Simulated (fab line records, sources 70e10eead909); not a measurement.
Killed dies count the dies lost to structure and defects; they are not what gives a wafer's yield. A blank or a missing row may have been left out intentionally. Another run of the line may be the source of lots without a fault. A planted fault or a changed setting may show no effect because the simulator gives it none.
Code-filled problem report in 8D (eight disciplines) form -- flow nandHarc -- the parts of the form that need people (team, actions taken, sign-off) are left out

## 1. THE ISSUE
At NHARC_A_WL_FILL_ETCHBACK_17, runLengthS averages 40.4 s over 3 wafers from 3 lots, while fault-free wafers read 47.8 s, standard deviation 0.3. That is -25 standard deviations from the usual mean.
The step: etches the open film in Cl2/BCl3, target depth 4 nm, time 26.7 s.
The first sign was on wafer L989.4 at day 19 09:33, on rieMetal-03. Wafers with a number at this step in the record: 40, from 14 lots. The rule behind "out" and "out of limits": a value lying over 4 standard deviations away from the usual mean. All remaining wafers that have a number are taken as sound.

## 2. WHAT IT IS; WHAT IT IS NOT
question,is,is not
which readings at this step,runLengthS,"drypumpMotorCurrentA, oesProductAu"
which lots,"L989, L995, L996","L978, L980, L981, L982, L983, L984, L985, L987, L990, L994, L998"
which wafers of those lots,"L989.4, L995.5, L996.4","L989.1, L995.1, L996.1, L996.2"
read on which tools,rieMetal-03,"rieMetal-01, rieMetal-02"
when,from day 19 09:33,"up to then (28 sound wafers); but 9 sound wafers of L994, L995, L996, L998 came after"

## 3. THE SUSPECTS, EACH WITH WHAT RULES IT OUT
Counting: a tool at a process step up to the reading stays a suspect if it ran every lot that is out. Sound lots after the first of them don't rule it out here, since some wafers of a struck lot are sound.
- rieMetal-03 at NHARC_A_WL_FILL_ETCHBACK_17 (etches the open film in Cl2/BCl3, target depth 4 nm, time 26.7 s): kept. It processed each lot that is out (first: L989, day 19 09:33); up to then, its last sound lot is L990 (day 19 03:50). Its own runLengthS readings are out on those wafers.
After counting, what remains is rieMetal-03 at NHARC_A_WL_FILL_ETCHBACK_17.

## 4. THE CAUSE (what the simulator had put in)
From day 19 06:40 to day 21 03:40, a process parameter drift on rieMetal-03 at NHARC_A_WL_FILL_ETCHBACK_17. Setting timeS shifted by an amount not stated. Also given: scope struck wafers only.
The count eliminated every tool but this one.

## 5. THE EFFECT CHAIN, in route order
One row per reading whose mean, taken over the struck wafers that have a number, lies over 3 standard deviations from the usual. Only readings whose record carries a usual standard deviation are examined. hours: median over the lots of the time between each lot's start at the first step of this table that gives one and its start at this step. sigmas: the change, counted in usual standard deviations.
hours,step,reading,usual,on struck wafers,change,sigmas
0,NHARC_A_WL_FILL_ETCHBACK_17,runLengthS,47.8 s,40.4,-7.4,-25
Process steps it contains:
- NHARC_A_WL_FILL_ETCHBACK_17: etches the open film in Cl2/BCl3, target depth 4 nm, time 26.7 s.

## 6. WHAT WOULD HAVE CAUGHT IT SOONER
In this record no reading fell out of limits until day 19 09:33, 3 hours after the fault had begun at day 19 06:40.
